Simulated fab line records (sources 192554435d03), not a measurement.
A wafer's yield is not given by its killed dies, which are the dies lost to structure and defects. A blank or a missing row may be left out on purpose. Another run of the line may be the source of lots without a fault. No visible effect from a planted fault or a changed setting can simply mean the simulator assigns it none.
Chamber matching + flow n5_finfet + N5_WELL_APT_DESCUM_30 on rie_diel-01: 4 sister chambers
The step chemistry O2, time 7.9 s. 18 wafers are shown with their chamber, then 9 later ones without.

== WAFERS PAIRED WITH THEIR CHAMBERS ==
| wafer  | chamber | showerhead_plenum_p_Torr (Torr) | throttle_valve_pct (%) | oes_product_au (a.u.) |
|--------|---------|---------------------------------|------------------------|-----------------------|
| L076.4 | 0       | 2.17                            | 20.25                  | 0.79                  |
| L076.5 | 0       | 2.17                            | 20.25                  | 0.78                  |
| L076.6 | 3       | 2.10                            | 20.46                  | 0.77                  |
| L077.2 | 3       | 2.10                            | 20.45                  | 0.77                  |
| L077.5 | 1       | 2.02                            | 21.00                  | 0.73                  |
| L077.6 | 2       | 2.09                            | 20.53                  | 0.73                  |
| L078.1 | 0       | 2.17                            | 20.26                  | 0.78                  |
| L078.2 | 3       | 2.10                            | 20.45                  | 0.77                  |
| L078.3 | 2       | 2.09                            | 20.53                  | 0.73                  |
| L078.4 | 1       | 2.02                            | 20.99                  | 0.75                  |
| L078.5 | 1       | 2.02                            | 21.02                  | 0.74                  |
| L078.6 | 0       | 2.17                            | 20.27                  | 0.79                  |
| L080.2 | 2       | 2.09                            | 20.54                  | 0.73                  |
| L080.5 | 2       | 2.09                            | 20.55                  | 0.73                  |
| L080.6 | 3       | 2.10                            | 20.47                  | 0.77                  |
| L083.3 | 1       | 2.01                            | 21.02                  | 0.73                  |
| L083.5 | 1       | 2.01                            | 21.02                  | 0.71                  |
| L083.6 | 2       | 2.09                            | 20.53                  | 0.73                  |

SIGNATURES, as means of the wafers listed above
| reading                  | chamber 0 | chamber 1 | chamber 2 | chamber 3 | scatter within a chamber |
|--------------------------|-----------|-----------|-----------|-----------|--------------------------|
| showerhead_plenum_p_Torr | 2.1700    | 2.0160    | 2.0900    | 2.1000    | 0.00293                  |
| throttle_valve_pct       | 20.2575   | 21.0100   | 20.5360   | 20.4575   | 0.0109                   |
| oes_product_au           | 0.7850    | 0.7320    | 0.7300    | 0.7700    | 0.00837                  |
Rule: distance of a wafer from a chamber = root of the sum over the readings of ((wafer's reading minus chamber's mean) / reading's scatter) squared. If the next closest chamber is less than 2 further off than the closest, the wafer can't be placed; otherwise it belongs to the closest. The scatter: take each reading less its chamber's mean, square it, sum over the shown wafers, divide by the number of wafers less the number of chambers, and take the root.

== WAFERS WHOSE CHAMBER IS MISSING ==
| wafer  | showerhead_plenum_p_Torr (Torr) | throttle_valve_pct (%) | oes_product_au (a.u.) |
|--------|---------------------------------|------------------------|-----------------------|
| L085.2 | 2.17                            | 20.30                  | 0.77                  |
| L085.3 | 2.09                            | 20.53                  | 0.72                  |
| L085.4 | 2.10                            | 20.49                  | 0.76                  |
| L091.1 | 2.08                            | 20.57                  | 0.71                  |
| L091.2 | 2.01                            | 21.03                  | 0.72                  |
| L091.3 | 2.09                            | 20.49                  | 0.74                  |
| L095.3 | 2.16                            | 20.31                  | 0.75                  |
| L095.5 | 2.16                            | 20.32                  | 0.75                  |
| L095.6 | 2.09                            | 20.52                  | 0.74                  |

== WHICH CHAMBER EACH WENT THROUGH ==
| wafer  | from the rows above     | in truth                   |
|--------|-------------------------|----------------------------|
| L085.2 | 0                       | 0                          |
| L085.3 | 2                       | 2                          |
| L085.4 | 3                       | 3                          |
| L091.1 | 2                       | 2                          |
| L091.2 | 1                       | 1                          |
| L091.3 | can't be placed: 2 or 3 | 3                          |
| L095.3 | 0                       | 0                          |
| L095.5 | 0                       | 0                          |
| L095.6 | 2                       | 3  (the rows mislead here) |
7 of 9 placed correctly. These rows do not allow placing 1 (true chamber among the candidates in 1). Placed wrongly: 1.
